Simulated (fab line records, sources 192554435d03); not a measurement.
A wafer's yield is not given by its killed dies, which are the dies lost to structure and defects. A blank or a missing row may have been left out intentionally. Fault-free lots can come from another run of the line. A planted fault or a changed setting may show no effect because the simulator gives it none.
The tool behind it: which one?	flow n5Finfet	20 lots, 60 wafers sampled, at 6 steps of a route of 1938

WHAT EACH GAUGE READ, for each wafer
N5_BEOL_M7_RS_MEAS_57: a four-point-probe measurement.
lot	measured	on	M7_RS (ohm/sq)
L074	day 9 14:03	filmMetro-01	0.280 0.286 0.292
L075	day 10 11:20	filmMetro-02	0.299 0.266 0.278
L077	day 10 12:37	filmMetro-02	0.282 0.277 0.295
L078	day 10 12:22	filmMetro-01	0.271 0.285 0.276
L080	day 10 19:58	filmMetro-02	0.303 0.290 0.304
L079	day 10 23:01	filmMetro-02	0.264 0.294 0.271
L082	day 11 06:54	filmMetro-01	0.261 0.297 0.262
L083	day 11 14:34	filmMetro-01	0.266 0.281 0.303
L084	day 11 16:42	filmMetro-01	0.287 0.287 0.297
L085	day 12 13:53	filmMetro-01	0.313 0.305 0.269
L086	day 12 23:47	filmMetro-01	0.304 0.297 0.290
L087	day 13 01:06	filmMetro-01	0.264 0.273 0.272
L088	day 13 06:49	filmMetro-01	0.287 0.281 0.296
L089	day 13 07:14	filmMetro-01	0.287 0.269 0.270
L090	day 13 07:59	filmMetro-01	0.274 0.271 0.272
L091	day 13 12:18	filmMetro-01	0.268 0.285 0.295
L092	day 13 12:44	filmMetro-01	0.291 0.282 0.309
L093	day 14 08:34	filmMetro-02	0.282 0.286 0.286
L096	day 14 17:07	filmMetro-01	0.277 0.286 0.277
L094	day 14 18:58	filmMetro-01	0.272 0.308 0.282

WHICH TOOL RAN EACH LOT (tool, then ch and the chambers of the sampled wafers, then the start)
lot	N5_BEOL_M7_ILD_DEP_00	N5_BEOL_M7_DESCUM_33	N5_BEOL_M7_ETCH_65	N5_BEOL_M7_ETCH_66	N5_BEOL_M7_ALD_77
L074	pecvd-02 ch 0,1,2, day 9 07:22	rieDiel-02 ch 0,1,3, day 9 11:10	rieDiel-02 ch 0,1,3, day 9 11:14	rieDiel-02 ch 0,1,3, day 9 11:15	aldMetal-01 ch 1,3, day 9 12:26
L075	pecvd-02 ch 0,1, day 9 23:55	rieDiel-05 ch 0,1,2, day 10 08:31	rieDiel-05 ch 0,1,2, day 10 08:34	rieDiel-05 ch 0,1,2, day 10 08:36	aldMetal-01 ch 1,2, day 10 09:38
L077	pecvd-04 ch 0,2, day 10 00:14	rieDiel-06 ch 0,1,3, day 10 08:56	rieDiel-06 ch 0,1,3, day 10 08:59	rieDiel-06 ch 0,1,3, day 10 09:01	aldMetal-01 ch 1,3, day 10 10:46
L078	pecvd-04 ch 0,1,2, day 10 01:09	rieDiel-02 ch 0,1,3, day 10 08:56	rieDiel-02 ch 0,1,3, day 10 08:59	rieDiel-02 ch 0,1,3, day 10 09:01	aldMetal-01 ch 0,2,3, day 10 10:16
L080	pecvd-02 ch 0,2, day 10 11:57	rieDiel-06 ch 0,1, day 10 16:45	rieDiel-06 ch 0,1, day 10 16:48	rieDiel-06 ch 0,1, day 10 16:50	aldMetal-03 ch 0,2,3, day 10 18:31
L079	pecvd-04 ch 1,2, day 10 12:17	rieDiel-05 ch 0,1,2, day 10 19:25	rieDiel-05 ch 0,1,2, day 10 19:28	rieDiel-05 ch 0,1,2, day 10 19:30	aldMetal-03 ch 0,1,3, day 10 21:31
L082	pecvd-02 ch 0,2, day 10 22:47	rieDiel-05 ch 0,1,3, day 11 03:13	rieDiel-05 ch 0,1,3, day 11 03:16	rieDiel-05 ch 0,1,3, day 11 03:18	aldMetal-01 ch 0,2,3, day 11 04:21
L083	pecvd-04 ch 0,1,2, day 11 07:06	rieDiel-05 ch 0,1,3, day 11 10:44	rieDiel-05 ch 0,1,3, day 11 10:47	rieDiel-05 ch 0,1,3, day 11 10:49	aldMetal-01 ch 1,2,3, day 11 12:22
L084	pecvd-02 ch 0,2, day 11 09:01	rieDiel-02 ch 0,1, day 11 13:04	rieDiel-02 ch 0,1, day 11 13:07	rieDiel-02 ch 0,1, day 11 13:08	aldMetal-01 ch 2,3, day 11 15:14
L085	pecvd-04 ch 0,1, day 12 01:50	rieDiel-05 ch 1,3, day 12 08:34	rieDiel-05 ch 1,3, day 12 08:37	rieDiel-05 ch 1,3, day 12 08:38	aldMetal-01 ch 1,2, day 12 09:38
L086	pecvd-04 ch 0,1,2, day 12 15:46	rieDiel-06 ch 0,1, day 12 21:04	rieDiel-06 ch 0,1, day 12 21:07	rieDiel-06 ch 0,1, day 12 21:08	aldMetal-01 ch 0,3, day 12 22:14
L087	pecvd-04 ch 0,1,2, day 12 16:02	rieDiel-05 ch 0,1, day 12 21:47	rieDiel-05 ch 0,1, day 12 21:50	rieDiel-05 ch 0,1, day 12 21:52	aldMetal-02 ch 0,2, day 12 23:08
L088	pecvd-02 ch 1,2, day 13 00:25	rieDiel-06 ch 0,2,3, day 13 04:05	rieDiel-06 ch 0,2,3, day 13 04:08	rieDiel-06 ch 0,2,3, day 13 04:10	aldMetal-01 ch 0,1,2, day 13 05:23
L089	pecvd-02 ch 0,1,2, day 13 00:36	rieDiel-05 ch 1,2, day 13 04:29	rieDiel-05 ch 1,2, day 13 04:33	rieDiel-05 ch 1,2, day 13 04:34	aldMetal-01 ch 1,2, day 13 05:38
L090	pecvd-04 ch 0,2, day 13 01:20	rieDiel-02 ch 3, day 13 04:39	rieDiel-02 ch 3, day 13 04:43	rieDiel-02 ch 3, day 13 04:46	aldMetal-03 ch 1,2,3, day 13 06:23
L091	pecvd-03 ch 0,1, day 13 05:52	rieDiel-02 ch 0,1,3, day 13 09:01	rieDiel-02 ch 0,1,3, day 13 09:04	rieDiel-02 ch 0,1,3, day 13 09:06	aldMetal-03 ch 1,2,3, day 13 10:45
L092	pecvd-04 ch 1,2, day 13 06:08	rieDiel-06 ch 0,2,3, day 13 09:26	rieDiel-06 ch 0,2,3, day 13 09:29	rieDiel-06 ch 0,2,3, day 13 09:31	aldMetal-02 ch 0,2,3, day 13 11:01
L093	pecvd-02 ch 1,2, day 14 01:14	rieDiel-02 ch 0,2,3, day 14 05:04	rieDiel-02 ch 0,2,3, day 14 05:07	rieDiel-02 ch 0,2,3, day 14 05:09	aldMetal-03 ch 0,2,3, day 14 07:05
L096	pecvd-02 ch 0,2, day 14 07:49	rieDiel-02 ch 2,3, day 14 14:15	rieDiel-02 ch 2,3, day 14 14:19	rieDiel-02 ch 2,3, day 14 14:20	aldMetal-02 ch 1,2,3, day 14 15:29
L094	pecvd-02 ch 1,2, day 14 08:20	rieDiel-06 ch 0,1,3, day 14 14:47	rieDiel-06 ch 0,1,3, day 14 14:50	rieDiel-06 ch 0,1,3, day 14 14:52	aldMetal-03 ch 1,3, day 14 15:52
- N5_BEOL_M7_ILD_DEP_00: deposits SiCOH lowk from DEMS/porogen, target thk 179.75 nm, time 33.4 s.
- N5_BEOL_M7_DESCUM_33: chemistry O2, time 7 s.
- N5_BEOL_M7_ETCH_65: etches SiARC in CF4, target depth 15.6 nm, time 26 s.
- N5_BEOL_M7_ETCH_66: etches SOC in N2/H2, target depth 80 nm, overetch 16 nm, time 120 s.
- N5_BEOL_M7_ALD_77: deposits TaN, target thk 2 nm, pulse time 2 s, purge time 3 s.

WHAT THE TOOLS THEMSELVES READ (means of the sampled wafers that have a number; where no wafer has one, the mark that the record gives instead)
N5_BEOL_M7_ILD_DEP_00.
lot	tool	chamberPressureTorr (Torr)	heaterPowerW (W)	rfFwdPowerW (W)	showerheadPlenumPTorr (Torr)	throttleValvePct (%)
L074	pecvd-02	4.993	305	496.5	5.732	13.9
L075	pecvd-02	5.007	287	496.2	5.737	13.9
L077	pecvd-04	5.009	244	496.5	5.719	14.1
L078	pecvd-04	5.008	276	496.1	5.738	14.3
L080	pecvd-02	5.004	315	495.5	5.710	13.9
L079	pecvd-04	5.004	266	495.4	5.747	13.5
L082	pecvd-02	5.006	326	494.3	5.729	14.2
L083	pecvd-04	4.990	276	495.3	5.745	14.3
L084	pecvd-02	5.001	311	497.7	5.715	13.6
L085	pecvd-04	5.005	290	496.5	5.759	14.3
L086	pecvd-04	4.994	289	495.6	5.739	14.5
L087	pecvd-04	5.004	304	496.3	5.742	14.4
L088	pecvd-02	4.990	293	496.8	5.712	13.4
L089	pecvd-02	4.995	294	496.2	5.727	13.9
L090	pecvd-04	4.989	277	494.2	5.719	15.0
L091	pecvd-03	5.004	281	496.7	5.750	13.3
L092	pecvd-04	5.000	245	495.0	5.739	13.6
L093	pecvd-02	5.001	299	496.0	5.726	13.5
L096	pecvd-02	5.006	302	495.9	5.719	13.9
L094	pecvd-02	5.006	289	495.8	5.708	13.4

N5_BEOL_M7_DESCUM_33.
lot	tool	drypumpMotorCurrentA (A)	oesProductAu (a.u.)	rfFwdPowerW (W)	rfVppV (V)	showerheadPlenumPTorr (Torr)	throttleValvePct (%)
L074	rieDiel-02	5.8	0.75	49.63	242.4	2.04	20.4
L075	rieDiel-05	5.7	0.77	49.56	241.1	1.99	20.5
L077	rieDiel-06	6.2	0.83	49.38	243.4	2.06	20.4
L078	rieDiel-02	5.8	0.75	49.44	242.4	2.03	20.4
L080	rieDiel-06	6.1	0.81	49.52	242.2	2.08	20.6
L079	rieDiel-05	5.7	0.76	49.41	241.5	1.99	20.5
L082	rieDiel-05	5.6	0.77	49.43	243.4	2.07	20.7
L083	rieDiel-05	5.6	0.77	49.47	241.9	2.07	20.7
L084	rieDiel-02	5.5	0.72	49.67	242.6	2.06	20.5
L085	rieDiel-05	5.8	0.74	49.43	242.9	2.11	20.8
L086	rieDiel-06	6.1	0.78	49.34	243.3	2.08	20.6
L087	rieDiel-05	5.5	0.74	49.37	241.8	2.03	20.9
L088	rieDiel-06	6.1	0.80	49.32	244.3	2.12	20.2
L089	rieDiel-05	5.7	0.70	49.45	240.9	1.98	20.9
L090	rieDiel-02	6.2	0.80	49.57	242.2	2.00	20.1
L091	rieDiel-02	5.8	0.73	49.71	242.2	2.03	20.4
L092	rieDiel-06	6.1	0.80	49.51	242.4	2.11	20.2
L093	rieDiel-02	5.7	0.78	49.40	243.4	2.08	20.4
L096	rieDiel-02	6.0	0.80	49.36	242.6	2.05	20.2
L094	rieDiel-06	6.2	0.89	49.46	243.3	2.13	20.3

N5_BEOL_M7_ETCH_65.
lot	tool	cf4FlowSccm (sccm)	drypumpMotorCurrentA (A)	etchRfOnTimeS (s)	oesProductAu (a.u.)	rfFwdPowerW (W)	rfVppV (V)	showerheadPlenumPTorr (Torr)	throttleValvePct (%)
L074	rieDiel-02	100.01	5.8	25.1	0.66	535.5	184.1	2.09	15.6
L075	rieDiel-05	100.25	5.7	25.1	0.67	532.7	181.5	2.03	15.6
L077	rieDiel-06	100.03	6.2	25.9	0.71	534.4	183.1	2.09	15.5
L078	rieDiel-02	100.21	5.8	25.1	0.65	536.6	182.9	2.08	15.6
L080	rieDiel-06	100.09	6.1	26.9	0.68	531.7	184.6	2.11	15.7
L079	rieDiel-05	100.00	5.6	25.3	0.67	532.6	183.9	2.03	15.6
L082	rieDiel-05	99.92	5.6	25.5	0.67	532.5	183.9	2.12	15.8
L083	rieDiel-05	100.04	5.7	25.5	0.67	531.1	184.1	2.12	15.8
L084	rieDiel-02	99.87	5.5	25.1	0.62	535.2	183.8	2.10	15.7
L085	rieDiel-05	100.00	5.8	26.3	0.62	531.9	184.9	2.16	16.1
L086	rieDiel-06	99.87	6.1	26.9	0.67	534.2	183.6	2.10	15.7
L087	rieDiel-05	100.09	5.5	24.2	0.65	532.9	182.8	2.05	15.8
L088	rieDiel-06	100.09	6.1	26.6	0.69	533.6	183.8	2.15	15.4
L089	rieDiel-05	100.17	5.6	25.0	0.61	531.0	182.7	2.01	15.9
L090	rieDiel-02	100.07	6.2	25.0	0.70	532.8	183.0	2.08	15.5
L091	rieDiel-02	100.32	5.8	25.2	0.63	535.3	183.8	2.08	15.6
L092	rieDiel-06	99.79	6.1	26.2	0.70	532.0	184.0	2.15	15.4
L093	rieDiel-02	100.08	5.7	25.6	0.67	533.8	183.7	2.15	15.6
L096	rieDiel-02	99.97	6.0	25.6	0.68	533.9	184.2	2.14	15.6
L094	rieDiel-06	99.94	6.1	25.5	0.76	533.4	184.4	2.17	15.4

N5_BEOL_M7_ETCH_66.
lot	tool	drypumpMotorCurrentA (A)	oesProductAu (a.u.)	rfFwdPowerW (W)	rfVppV (V)	showerheadPlenumPTorr (Torr)	throttleValvePct (%)
L074	rieDiel-02	5.8	0.58	835.4	521.1	2.45	17.6
L075	rieDiel-05	5.6	0.59	836.4	520.5	2.41	17.8
L077	rieDiel-06	6.2	0.64	833.7	521.6	2.49	17.7
L078	rieDiel-02	5.8	0.58	837.1	522.3	2.44	17.6
L080	rieDiel-06	6.1	0.62	832.1	523.7	2.52	17.9
L079	rieDiel-05	5.7	0.59	835.9	519.9	2.40	17.8
L082	rieDiel-05	5.6	0.59	838.5	522.8	2.50	17.9
L083	rieDiel-05	5.6	0.58	836.1	522.7	2.50	18.0
L084	rieDiel-02	5.5	0.55	836.2	521.8	2.46	17.7
L085	rieDiel-05	5.8	0.56	833.5	524.1	2.56	18.3
L086	rieDiel-06	6.1	0.61	831.7	523.6	2.51	17.9
L087	rieDiel-05	5.5	0.56	838.3	520.8	2.42	18.1
L088	rieDiel-06	6.1	0.62	835.3	523.9	2.57	17.7
L089	rieDiel-05	5.7	0.53	836.5	519.6	2.38	18.1
L090	rieDiel-02	6.2	0.61	839.6	521.4	2.44	17.6
L091	rieDiel-02	5.8	0.56	837.6	522.7	2.44	17.7
L092	rieDiel-06	6.1	0.62	835.4	524.2	2.57	17.7
L093	rieDiel-02	5.7	0.59	835.6	524.2	2.54	17.8
L096	rieDiel-02	6.0	0.61	838.3	523.5	2.52	17.7
L094	rieDiel-06	6.2	0.67	836.6	525.6	2.58	17.6

N5_BEOL_M7_ALD_77.
lot	tool	chamberPressureTorr (Torr)	heaterPowerW (W)
L074	aldMetal-01	2.998	367
L075	aldMetal-01	3.003	370
L077	aldMetal-01	3.001	359
L078	aldMetal-01	2.998	432
L080	aldMetal-03	3.003	433
L079	aldMetal-03	3.001	444
L082	aldMetal-01	3.007	430
L083	aldMetal-01	2.999	377
L084	aldMetal-01	3.000	391
L085	aldMetal-01	3.000	364
L086	aldMetal-01	2.997	442
L087	aldMetal-02	2.997	362
L088	aldMetal-01	3.000	410
L089	aldMetal-01	2.995	399
L090	aldMetal-03	2.998	438
L091	aldMetal-03	2.993	434
L092	aldMetal-02	2.999	424
L093	aldMetal-03	3.006	435
L096	aldMetal-02	2.993	407
L094	aldMetal-03	3.000	448

THE ANSWER, worked out from the rows above alone
Rule: usual is defined by the lots themselves. The widest of any qualifying gaps counts: lots, ordered by their means at a reading, are off when they make up no more than a third of the lots, leave a main group of 4 or more, and stand apart from it by 3 or more times the standard deviation of that group's means. A main group is skipped when, at the precision printed for the reading in the tables above, its means are all equal. A lot without any number at a reading at which 4 lots or more have one is off too. Where the step has rows for the other lots, those lots are counted as sound. First the gauges in route order, then the tools' own readings, where a lot's mean is used as printed above. The first step at which some lot is off is used, and at that step the reading that is off furthest; a lot without a number counts as furthest.
None of the lots is off at any reading shown; this tells nothing.

WHAT THE SIMULATOR HAD PUT IN
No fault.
